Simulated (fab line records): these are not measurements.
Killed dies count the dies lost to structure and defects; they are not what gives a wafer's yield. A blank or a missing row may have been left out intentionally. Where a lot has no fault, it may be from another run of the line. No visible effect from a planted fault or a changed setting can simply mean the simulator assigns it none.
Struck lot and sound lot, side by side + flow nand harc + 12 steps out of a route of 1159
Sound: these wafers, L573.2, L573.4, L573.6. Struck: wafers L562.3, L562.5. (L562.1 of the same lot was not struck and is left out.) The cause comes at the end.
Each step with rows lists, per side, the tool, then ch with its chambers, then its first start. Under that, the readings that differ: sound wafers + struck wafers + difference of the means + sigmas: that difference in standard deviations of wafers without a fault.
alike: a reading whose means differ by less than 2 such deviations, as well as words and numbers matching on both sides. not compared: withheld readings; readings where some wafer has no value; bounds like >300 that might hide an equal value; numbers whose values overlap and for which the record gives no deviation.
A row with sigmas, a row that says differs or no value, or rows on one side alone: a step with any of these is where the two part. Numbers that don't overlap but have no deviation are shown without sigmas and don't part them. A reading missing from all wafers of one side parts the sides only when that side holds two or more wafers.

NHARC_A_SLIT_CD_MEAS_21:
  sound on cd sem-03, day 19 20:47; struck on cd sem-03, day 16 23:53
  alike: cd nm
then, 3 steps without rows for these wafers: NHARC_A_SIN_REMOVE_WET_00 (chemistry H3PO4, time 15300 s); NHARC_A_SIN_REMOVE_PRECLEAN_01 (cleans in SC1); NHARC_A_SIN_REMOVE_SRD_02.
NHARC_A_SIN_REMOVE_INSPECT_04:
  sound on defect inspect-02, day 20 04:31; struck on defect inspect-01, day 17 06:41
  alike: raw defect count
NHARC_A_WL_FILL_ALD_00: deposits Al2O3, target thk 3 nm, pulse time 3 s, ald cycles 30.
  sound on ald hk-03 ch 0,1,2, day 20 04:37; struck on ald hk-04 ch 0,1, day 17 06:45
  alike: heater power w, precursor pulse height rel
NHARC_A_WL_FILL_RTA_01: time 5 s.
  sound on rtp anneal-02 ch 0, day 20 04:53; struck on rtp anneal-01 ch 0, day 17 07:01
| reading             | sound          | struck    | difference | sigmas |
|---------------------|----------------|-----------|------------|--------|
| lamp_zone_2_pct (%) | 30.1 30.1 30.1 | 29.0 29.1 | -1.1       | -2     |
  alike: lamp power pct, wafer_temp_C_max
then, 1 step without rows for these wafers: NHARC_A_WL_FILL_ALD_02 (deposits TiN, target thk 2 nm, pulse time 3 s, ald cycles 100).
NHARC_A_WL_FILL_CVD_03: deposits W, target thk 40 nm, time 3302 s.
  sound on cvd w-02 ch 0,1, day 20 15:55; struck on cvd w-01 ch 0,1, day 17 12:16
  alike: heater power w, throttle valve pct
NHARC_A_WL_FILL_ETCHBACK_04: etches the open film in NF3, target depth 60 nm, time 120 s.
  sound on rie metal-03 ch 0,1, day 20 19:17; struck on rie metal-02 ch 0,1, day 17 14:12
| reading                     | sound       | struck  | difference | sigmas |
|-----------------------------|-------------|---------|------------|--------|
| drypump motor current A (A) | 5.8 5.8 5.8 | 6.7 6.4 | +0.8       | +2     |
  alike: chamber pressure mTorr, oes product au, run length s
  not compared: rf hours counter h
NHARC_A_WL_FILL_ETCHBACK_05: etches the open film in Cl2/BCl3, target depth 22 nm, time 60 s.
  sound on rie metal-03 ch 0,1, day 20 19:30; struck on rie metal-02 ch 0, day 17 14:27
| reading          | sound          | struck    | difference | sigmas |
|------------------|----------------|-----------|------------|--------|
| run length s (s) | 81.6 81.1 81.5 | 55.2 55.3 | -26.1      | -71    |
  alike: chamber pressure mTorr, drypump motor current A, oes product au
  not compared: rf hours counter h
NHARC_A_WL_FILL_STRIP_27: strips in N2/H2, time 20 s.
  sound on plasma asher-02 ch 0,1, day 20 19:39; struck on plasma asher-02 ch 0, day 17 14:35
  alike: drypump motor current A, heater power w
  not compared: rf hours counter h

WHERE THEY PART
At NHARC_A_WL_FILL_RTA_01 first; at NHARC_A_WL_FILL_ETCHBACK_05 last (within this record only). Later steps at which nothing parts them and some readings are alike: NHARC_A_WL_FILL_STRIP_27.

WHY: the cause the simulator had injected
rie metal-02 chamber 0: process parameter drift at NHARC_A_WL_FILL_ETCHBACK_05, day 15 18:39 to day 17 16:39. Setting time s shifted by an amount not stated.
